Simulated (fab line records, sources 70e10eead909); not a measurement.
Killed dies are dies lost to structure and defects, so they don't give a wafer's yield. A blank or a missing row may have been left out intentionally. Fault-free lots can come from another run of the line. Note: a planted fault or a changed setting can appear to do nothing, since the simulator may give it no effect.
Chamber matching -- flow nand harc -- NHARC_A_SGD_CUT_CMP_21 on cmp-04: 4 sister chambers
The step polishes, target thk 148.19 nm. 4 wafers are shown with their chamber, then 12 later ones without.

== WAFERS, EACH WITH ITS CHAMBER ==
wafer,chamber,motor current A (A)
L084.4,1,12.0
L084.5,3,12.4
L087.1,0,10.7
L087.5,2,10.6

== WAFERS WITHOUT THEIR CHAMBER ==
wafer,motor current A (A)
L088.2,11.2
L088.4,10.9
L088.6,11.3
L093.1,11.1
L093.2,10.7
L093.3,11.8
L095.3,11.6
L095.5,11.3
L095.6,12.7
L097.1,11.0
L097.2,12.1
L097.6,10.5

== CHAMBER TAKEN BY EACH ==
wafer,from the rows above,in truth
L088.2,can't be placed: 0 or 2 or 1 or 3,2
L088.4,can't be placed: 0 or 2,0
L088.6,can't be placed: 0 or 1 or 2 or 3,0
L093.1,can't be placed: 0 or 2 or 1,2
L093.2,can't be placed: 0 or 2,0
L093.3,can't be placed: 1 or 3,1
L095.3,can't be placed: 1 or 3 or 0 or 2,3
L095.5,can't be placed: 0 or 1 or 2 or 3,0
L095.6,can't be placed: 3 or 1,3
L097.1,can't be placed: 0 or 2 or 1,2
L097.2,can't be placed: 1 or 3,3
L097.6,can't be placed: 2 or 0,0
0 of 12 placed correctly. Cannot be placed on the basis of these rows: 12; the candidates contain the true chamber in 12. Wrongly placed: 0.
How it was worked out, from the rows above alone: a wafer's distance from a chamber is the root of the sum, over the readings, of the square of ((its reading less the chamber's mean) divided by the reading's scatter). If the next closest chamber is less than 2 further off than the closest, the wafer can't be placed; otherwise it belongs to the closest. For every chamber, the mean is computed from those of its wafers that are shown. The scatter: with one shown wafer a chamber, the root of the mean of the squares of how far each hidden wafer lies from its nearest shown one.
